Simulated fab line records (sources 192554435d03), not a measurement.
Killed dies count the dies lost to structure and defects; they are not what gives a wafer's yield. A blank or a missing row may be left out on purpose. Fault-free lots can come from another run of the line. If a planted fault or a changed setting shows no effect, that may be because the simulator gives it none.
Chamber matching -- flow n5-finfet -- N5_FIN_SAQP_HM_DEP_72 on pecvd-03: 3 sister chambers
The step deposits SiO2 from SiH4/N2O, target thk 12 nm, time 7.2 s. 6 wafers are shown with their chamber, then 9 later ones without.

EACH WAFER AND ITS CHAMBER
wafer,chamber,showerhead-plenum-p-Torr (Torr),heater-power-w (W)
L085.3,2,8.10,878
L085.4,2,8.09,884
L085.6,0,8.29,699
L088.3,1,8.31,718
L088.5,0,8.32,619
L088.6,1,8.30,713

WAFERS WHOSE CHAMBER IS MISSING
wafer,showerhead-plenum-p-Torr (Torr),heater-power-w (W)
L089.2,8.09,903
L089.4,8.32,625
L089.5,8.27,724
L096.1,8.32,678
L096.3,8.30,770
L096.6,8.07,909
L097.1,8.32,628
L097.2,8.29,740
L097.6,8.31,747

EACH ONE'S CHAMBER
wafer,from the rows above,in truth
L089.2,2,2
L089.4,can't be placed: 0 or 1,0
L089.5,can't be placed: 1 or 0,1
L096.1,can't be placed: 0 or 1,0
L096.3,can't be placed: 1 or 0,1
L096.6,2,2
L097.1,can't be placed: 0 or 1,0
L097.2,can't be placed: 1 or 0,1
L097.6,can't be placed: 1 or 0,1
Placed correctly: 2 of 9. These rows do not allow placing 7 (true chamber among the candidates in 7). 0 placed wrongly.
How it was worked out, from the rows above alone: a wafer's distance from a chamber is the root of the sum, over the readings, of the square of ((its reading less the chamber's mean) divided by the reading's scatter). If the next closest chamber is less than 2 further off than the closest, the wafer can't be placed; otherwise it belongs to the closest. The mean given for a chamber averages the wafers shown for that chamber. The scatter: take each reading less its chamber's mean, square it, sum over the shown wafers, divide by the number of wafers less the number of chambers, and take the root.
